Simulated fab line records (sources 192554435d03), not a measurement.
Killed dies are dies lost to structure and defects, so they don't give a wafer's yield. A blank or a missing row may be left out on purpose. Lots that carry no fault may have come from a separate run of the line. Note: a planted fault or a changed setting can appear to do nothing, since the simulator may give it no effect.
Which of the tools did it?	flow n5_finfet	20 wafers from 7 lots sampled at 3 of the route's 1938 steps

== WHAT THE GAUGES READ, wafer by wafer ==
N5_SD_EPI_N_CD_MEAS_09 targets a cd of 120 nm.
lot	measured	on	cd_nm (nm)
L314	day 3 18:27	cd_sem-01	121.0 120.8 120.3
L317	day 4 04:31	cd_sem-01	119.3 120.3 120.3
L319	day 4 12:30	cd_sem-01	120.4 119.6 119.9
L322	day 5 06:45	cd_sem-02	119.7 119.9 120.7
L325	day 6 09:56	cd_sem-02	120.3 119.8 120.0
L327	day 6 14:20	cd_sem-03	120.2 119.5 119.3
L334	day 8 07:21	cd_sem-03	29.3 120.5

== TOOL THAT RAN EACH LOT (tool first, then ch and the chambers of the sampled wafers, then the start) ==
lot	N5_SPACER0_ALD_08	N5_SD_EPI_N_PEB_07
L314	ald_sin-01 ch 0,1,2, day 3 17:53	litho_track-02 ch 0, day 3 18:23
L317	ald_sin-01 ch 1,2,3, day 4 03:57	litho_track-02 ch 0, day 4 04:26
L319	ald_sin-04 ch 0,1,3, day 4 11:57	litho_track-03 ch 0, day 4 12:26
L322	ald_sin-03 ch 0,2,3, day 5 06:12	litho_track-01 ch 0, day 5 06:41
L325	ald_sin-01 ch 0,3, day 6 09:30	litho_track-01 ch 0, day 6 09:52
L327	ald_sin-03 ch 0,3, day 6 13:46	litho_track-03 ch 0, day 6 14:16
L334	ald_sin-01 ch 0,3, day 8 06:55	litho_track-01 ch 0, day 8 07:17
- N5_SPACER0_ALD_08: deposits SiNx, target thk 2 nm.
- N5_SD_EPI_N_PEB_07: peb time 60 s.

== THE ANSWER, worked out from the rows above alone ==
Rule: usual is defined by the lots themselves. Put in order of their means at a reading, lots are off if they are a third of the lots or fewer, leave a main group of 4 or more, and stand apart from it by a gap of 3 or more times the standard deviation of the main group's means; of several such gaps the widest counts. If all means in a main group match to the digits the tables above print for the reading, that group is not used. Also off: a lot with no number at a reading for which 4 or more lots have one. Any other lot the step has rows for is counted as sound.
Off: L334, at N5_SD_EPI_N_CD_MEAS_09 (cd_nm). For the main group the mean is 120.1 nm and the standard deviation 0.31.
A tool fits if, at a process step before that reading, it ran every lot that is off, and no sound lot after the first of them. Gauges at N5_SD_EPI_N_CD_MEAS_09: tried the same way as those tools. Can't be told from this: 3 tools fit, ald_sin-01 at N5_SPACER0_ALD_08, litho_track-01 at N5_SD_EPI_N_PEB_07, cd_sem-03 at N5_SD_EPI_N_CD_MEAS_09.

== WHAT THE SIMULATOR HAD INSERTED ==
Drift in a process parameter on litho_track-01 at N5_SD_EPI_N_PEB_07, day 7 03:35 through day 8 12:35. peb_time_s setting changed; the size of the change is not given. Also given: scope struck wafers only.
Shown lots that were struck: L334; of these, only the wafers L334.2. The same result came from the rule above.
